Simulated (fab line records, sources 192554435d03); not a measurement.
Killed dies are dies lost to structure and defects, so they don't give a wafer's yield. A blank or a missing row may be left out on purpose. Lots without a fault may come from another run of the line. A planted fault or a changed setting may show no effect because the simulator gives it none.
Chamber matching | flow n5_finfet | N5_ZERO_LAYER_ETCH_17 on rie_diel-03: 4 sister chambers
The step etches SiO2 in CF4, target depth 12 nm, time 13.3 s. 20 wafers are shown with their chamber, then 10 later ones without.

WAFERS WITH THEIR CHAMBER
wafer  | chamber | showerhead_plenum_p_Torr (Torr) | throttle_valve_pct (%) | drypump_motor_current_A (A)
L075.1 | 3       | 2.25                            | 15.55                  | 6.3
L075.2 | 2       | 2.12                            | 15.75                  | 6.3
L075.3 | 2       | 2.12                            | 15.76                  | 6.3
L076.3 | 1       | 2.24                            | 15.97                  | 6.1
L076.4 | 1       | 2.24                            | 15.96                  | 6.1
L076.6 | 3       | 2.25                            | 15.56                  | 6.3
L077.4 | 1       | 2.24                            | 15.97                  | 6.1
L077.5 | 0       | 2.10                            | 14.98                  | 5.7
L077.6 | 3       | 2.25                            | 15.55                  | 6.3
L078.4 | 2       | 2.12                            | 15.79                  | 6.3
L078.5 | 0       | 2.10                            | 14.97                  | 5.6
L078.6 | 1       | 2.24                            | 15.96                  | 6.1
L079.2 | 0       | 2.10                            | 14.97                  | 5.6
L079.4 | 1       | 2.24                            | 15.97                  | 6.1
L079.6 | 1       | 2.24                            | 15.99                  | 6.1
L080.1 | 3       | 2.24                            | 15.58                  | 6.3
L080.4 | 0       | 2.10                            | 15.00                  | 5.6
L080.5 | 1       | 2.24                            | 15.96                  | 6.1
L081.3 | 2       | 2.11                            | 15.79                  | 6.3
L081.5 | 1       | 2.24                            | 15.97                  | 6.1

SIGNATURES (means of the wafers above)
reading                  | chamber 0 | chamber 1 | chamber 2 | chamber 3 | scatter within a chamber
showerhead_plenum_p_Torr | 2.1000    | 2.2400    | 2.1175    | 2.2475    | 0.00306
throttle_valve_pct       | 14.9800   | 15.9688   | 15.7725   | 15.5600   | 0.0141
drypump_motor_current_A  | 5.625     | 6.100     | 6.300     | 6.300     | 0.0217
Rule: a wafer's distance from a chamber is the root of the sum, over the readings, of the square of ((its reading less the chamber's mean) divided by the reading's scatter). The wafer belongs to the nearest chamber; if the next one is less than 2 further off, it can't be placed. The scatter: the root of (the sum of the squares of (reading less its chamber's mean) over the shown wafers, divided by (wafers less chambers)).

WAFERS WITHOUT THEIR CHAMBER
wafer  | showerhead_plenum_p_Torr (Torr) | throttle_valve_pct (%) | drypump_motor_current_A (A)
L081.6 | 2.11                            | 15.79                  | 6.3
L086.3 | 2.11                            | 15.80                  | 6.3
L086.4 | 2.10                            | 15.01                  | 5.6
L086.5 | 2.11                            | 15.80                  | 6.3
L095.2 | 2.23                            | 16.03                  | 6.1
L095.5 | 2.11                            | 15.33                  | 6.3
L095.6 | 2.23                            | 16.03                  | 6.1
L097.1 | 2.23                            | 15.61                  | 6.3
L097.2 | 2.09                            | 15.06                  | 5.7
L097.4 | 2.23                            | 16.03                  | 6.1

WHICH CHAMBER EACH WENT THROUGH
wafer  | from the rows above | in truth
L081.6 | 2                   | 2
L086.3 | 2                   | 2
L086.4 | 0                   | 0
L086.5 | 2                   | 2
L095.2 | 1                   | 1
L095.5 | 2                   | 2
L095.6 | 1                   | 1
L097.1 | 3                   | 3
L097.2 | 0                   | 0
L097.4 | 1                   | 1
Placed correctly: 10 of 10. Can't be placed from these rows: 0. Placed wrongly: 0.
